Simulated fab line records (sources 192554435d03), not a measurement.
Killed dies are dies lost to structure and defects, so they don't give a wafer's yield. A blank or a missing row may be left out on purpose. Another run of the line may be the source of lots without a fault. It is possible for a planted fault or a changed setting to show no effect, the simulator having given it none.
Matching of chambers :: flow n5_finfet :: N5_ILD0_ALD_15 on ald_sin-01 has 4 sister chambers
The step deposits SiNx, target thk 24 nm, pulse time 1 s, ald cycles 480. 8 wafers are shown with their chamber, then 12 later ones without.

EACH WAFER AND ITS CHAMBER
wafer: L084.2
chamber: 2
heater_power_w (W): 942
precursor_pulse_height_rel: 1.006

wafer: L085.4
chamber: 1
heater_power_w (W): 768
precursor_pulse_height_rel: 0.995

wafer: L086.1
chamber: 1
heater_power_w (W): 757
precursor_pulse_height_rel: 0.975

wafer: L086.3
chamber: 0
heater_power_w (W): 844
precursor_pulse_height_rel: 0.980

wafer: L086.4
chamber: 3
heater_power_w (W): 862
precursor_pulse_height_rel: 0.986

wafer: L088.1
chamber: 0
heater_power_w (W): 873
precursor_pulse_height_rel: 1.025

wafer: L088.2
chamber: 2
heater_power_w (W): 939
precursor_pulse_height_rel: 1.009

wafer: L088.3
chamber: 3
heater_power_w (W): 842
precursor_pulse_height_rel: 1.061

WAFERS WITHOUT THEIR CHAMBER
wafer: L090.1
heater_power_w (W): 774
precursor_pulse_height_rel: 0.996

wafer: L090.2
heater_power_w (W): 839
precursor_pulse_height_rel: 1.020

wafer: L090.5
heater_power_w (W): 875
precursor_pulse_height_rel: 1.037

wafer: L091.3
heater_power_w (W): 986
precursor_pulse_height_rel: 1.014

wafer: L091.4
heater_power_w (W): 859
precursor_pulse_height_rel: 1.054

wafer: L091.6
heater_power_w (W): 770
precursor_pulse_height_rel: 1.020

wafer: L094.1
heater_power_w (W): 767
precursor_pulse_height_rel: 1.017

wafer: L094.2
heater_power_w (W): 844
precursor_pulse_height_rel: 1.008

wafer: L094.3
heater_power_w (W): 958
precursor_pulse_height_rel: 1.017

wafer: L095.2
heater_power_w (W): 869
precursor_pulse_height_rel: 1.004

wafer: L095.3
heater_power_w (W): 870
precursor_pulse_height_rel: 1.003

wafer: L095.6
heater_power_w (W): 864
precursor_pulse_height_rel: 1.015

CHAMBER TAKEN BY EACH
wafer: L090.1
from the rows above: 1
in truth: 1

wafer: L090.2
from the rows above: can't be placed: 3 or 0
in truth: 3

wafer: L090.5
from the rows above: can't be placed: 0 or 3
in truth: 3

wafer: L091.3
from the rows above: 2
in truth: 2

wafer: L091.4
from the rows above: can't be placed: 3 or 0
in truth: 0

wafer: L091.6
from the rows above: 1
in truth: 1

wafer: L094.1
from the rows above: 1
in truth: 1

wafer: L094.2
from the rows above: can't be placed: 3 or 0
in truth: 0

wafer: L094.3
from the rows above: 2
in truth: 2

wafer: L095.2
from the rows above: can't be placed: 0 or 3
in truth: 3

wafer: L095.3
from the rows above: can't be placed: 0 or 3
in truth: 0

wafer: L095.6
from the rows above: can't be placed: 0 or 3
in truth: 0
Correctly placed: 5 of 12. Can't be placed from these rows: 7 (the true chamber is among the candidates in 7). 0 placed wrongly.
How it was worked out, from the rows above alone: a wafer's distance from a chamber is the root of the sum, over the readings, of the square of ((its reading less the chamber's mean) divided by the reading's scatter). The wafer belongs to the nearest chamber; if the next one is less than 2 further off, it can't be placed. A chamber's mean is the mean of its shown wafers. The scatter is the square root of a quotient: the sum, over the shown wafers, of each reading's squared deviation from its chamber's mean, divided by wafers minus chambers.
